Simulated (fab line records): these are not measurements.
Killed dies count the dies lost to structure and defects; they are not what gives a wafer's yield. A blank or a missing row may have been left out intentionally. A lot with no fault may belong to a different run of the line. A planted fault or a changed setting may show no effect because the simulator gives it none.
Struck lot and sound lot, side by side || flow nand_harc || 36 out of 1302 route steps
Sound: the wafers L987.3, L987.4, L987.5. Struck: wafer L996.6 (L996.4, L996.5, from the same lot, were not struck and are left out); the cause is given at the end.
Per side, at each step with rows, come the tool, then ch with its chambers, and then its first start. Under that, the readings that differ: sound wafers || struck wafers || difference of the means || sigmas: that difference in standard deviations of wafers without a fault.
alike: same words and numbers on both sides, and readings whose means sit less than 2 such deviations apart. not compared: any withheld reading, any reading some wafer has no value for, any bound like >300 that may hide the same value, and any number with overlapping values for which the record gives no deviation.
Wherever a step has rows on one side only, a row that says differs or no value, or a row with sigmas, the two part there. Numbers that have no deviation but don't overlap get no sigmas and don't part them. A reading missing from all wafers of one side parts the sides only when that side holds two or more wafers.

first, 2 steps without rows for these wafers: NHARC_A_SLIT_PRECLEAN_19 (cleans in SC1); NHARC_A_SLIT_SRD_20.
NHARC_A_SLIT_CD_MEAS_21:
  sound on cd_sem-02 at day 21 04:40; struck on cd_sem-01 at day 25 04:35
  alike: cd_nm
then, 3 steps without rows for these wafers: NHARC_A_SIN_REMOVE_WET_00 (chemistry H3PO4, time 15300 s); NHARC_A_SIN_REMOVE_PRECLEAN_01 (cleans in SC1); NHARC_A_SIN_REMOVE_SRD_02.
NHARC_A_SIN_REMOVE_INSPECT_04:
  sound on defect_inspect-02 at day 21 11:16; struck on defect_inspect-01 at day 25 11:16
  alike: raw_defect_count
then, 1 step without rows for these wafers: NHARC_A_WL_FILL_ALD_00 (deposits Al2O3, target thk 3 nm, pulse time 3 s, ald cycles 30).
NHARC_A_WL_FILL_RTA_01: time 5 s.
  sound on rtp_anneal-02 ch 0, day 21 13:32; struck on rtp_anneal-01 ch 0, day 25 11:40
{"reading": "lamp_power_pct (%)", "sound": "30.8 30.7 30.7", "struck": 25.4, "difference": -5.3, "sigmas": -2}
{"reading": "wafer_temp_C_max", "sound": "1003.9 1003.8 1002.7", "struck": 1007.2, "difference": "+3.7", "sigmas": "+3"}
then, 1 step without rows for these wafers: NHARC_A_WL_FILL_ALD_02 (deposits TiN, target thk 2 nm, pulse time 3 s, ald cycles 100).
NHARC_A_WL_FILL_CVD_03: deposits W, target thk 40 nm, time 279 s.
  sound on cvd_w-02 ch 0,1, day 21 14:19; struck on cvd_w-01 ch 0, day 25 12:20
{"reading": "heater_power_w (W)", "sound": "564 550 546", "struck": 345, "difference": -208, "sigmas": -2}
  alike: mfc_ar_sccm, throttle_valve_pct
NHARC_A_WL_FILL_ETCHBACK_04: etches the open film in NF3, target depth 60 nm, time 120 s.
  sound on rie_metal-01 ch 0,1, day 21 14:40; struck on rie_metal-01 ch 0, day 25 12:43
{"reading": "oes_product_au (a.u.)", "sound": "1.006 0.997 1.008", "struck": 0.965, "difference": -0.039, "sigmas": -3}
  alike: drypump_motor_current_A
  not compared: rf_hours_counter_h
then, 16 steps without rows for these wafers: NHARC_A_WL_FILL_ETCHBACK_05 (etches the open film in Cl2/BCl3, target depth 22 nm, time 60 s); NHARC_A_WL_FILL_STRIP_27 (strips in N2/H2, time 20 s); NHARC_A_WL_FILL_STRIP_28 (strips in post etch residue remover, time 1200 s); NHARC_A_WL_FILL_PRECLEAN_06 (cleans in DIW, time 300 s); NHARC_A_WL_FILL_SRD_07; NHARC_A_WL_FILL_ANNEAL_08 (time 1800 s); NHARC_A_WL_FILL_ALD_10 (deposits SiO2, target thk 50 nm, pulse time 10 s, ald cycles 500); NHARC_A_WL_FILL_ETCHBACK_16 (etches the open film in C4F8/O2/Ar, target depth 120 nm, time 24 s); NHARC_A_WL_FILL_STRIP_29 (strips in O2, time 20 s); NHARC_A_WL_FILL_ETCHBACK_17 (etches the open film in Cl2/BCl3, target depth 4 nm, time 26.7 s); NHARC_A_WL_FILL_PRECLEAN_18 (cleans in dHF, time 30 s); NHARC_A_WL_FILL_SRD_21; NHARC_A_WL_FILL_CVD_23 (deposits poly-Si, target thk 40 nm, time 800 s); NHARC_A_WL_FILL_ETCHBACK_26 (etches the open film in HBr, target depth 52 nm, time 13.3 s); NHARC_A_WL_FILL_PRECLEAN_30 (cleans in dHF, time 10 s); NHARC_A_WL_FILL_SRD_14.
NHARC_A_WL_FILL_ALD_19: deposits TiN, target thk 2 nm, pulse time 3 s, ald cycles 100.
  sound on ald_metal-04 ch 1,2, day 22 06:47; struck on ald_metal-04 ch 3, day 26 04:18
  alike: heater_power_w, precursor_pulse_height_rel
then, 3 steps without rows for these wafers: NHARC_A_WL_FILL_CVD_20 (deposits W, target thk 100 nm, time 74 s); NHARC_A_WL_FILL_CMP_12 (polishes, t overpolish 30 s, target thk 100 nm); NHARC_A_WL_FILL_SRD_31.
NHARC_A_WL_FILL_INSPECT_15:
  sound on defect_inspect-01 at day 22 07:37; struck on defect_inspect-01 at day 26 05:07
  alike: raw_defect_count
NHARC_A_CONTACT_DEP_24: deposits SiO2, target thk 500 nm.
  the record has rows for the sound wafers here (pecvd-01 ch 0,2, day 22 07:48) and none for the struck ones
NHARC_A_CONTACT_DEP_28: deposits aC, target thk 7000 nm.
  the record has rows for the sound wafers here (acl_dep-01 ch 0, day 22 09:50) and none for the struck ones
-- the record jumps here: 3 days lie between the struck wafers' starts before and after (it left off in module A_CONTACT and takes up again in module END, whose first step shown is number 1302 of the route) --
NHARC_END_SORT_01:
  sound on prober-01 ch 0, day 25 19:23; struck on prober-02 ch 0, day 29 15:17
{"reading": "killed_at_array", "sound": "63 47 52", "struck": 598, "difference": "+544", "sigmas": "+29"}
{"reading": "killed_dies", "sound": "65 53 56", "struck": 601, "difference": "+543", "sigmas": "+29"}
  alike: killed_at_other, killed_at_periphery, killed_open, killed_short

== WHERE THEY PART ==
Last at NHARC_END_SORT_01 as far as this record goes, first at NHARC_A_WL_FILL_RTA_01.

WHY: whatever the simulator had introduced
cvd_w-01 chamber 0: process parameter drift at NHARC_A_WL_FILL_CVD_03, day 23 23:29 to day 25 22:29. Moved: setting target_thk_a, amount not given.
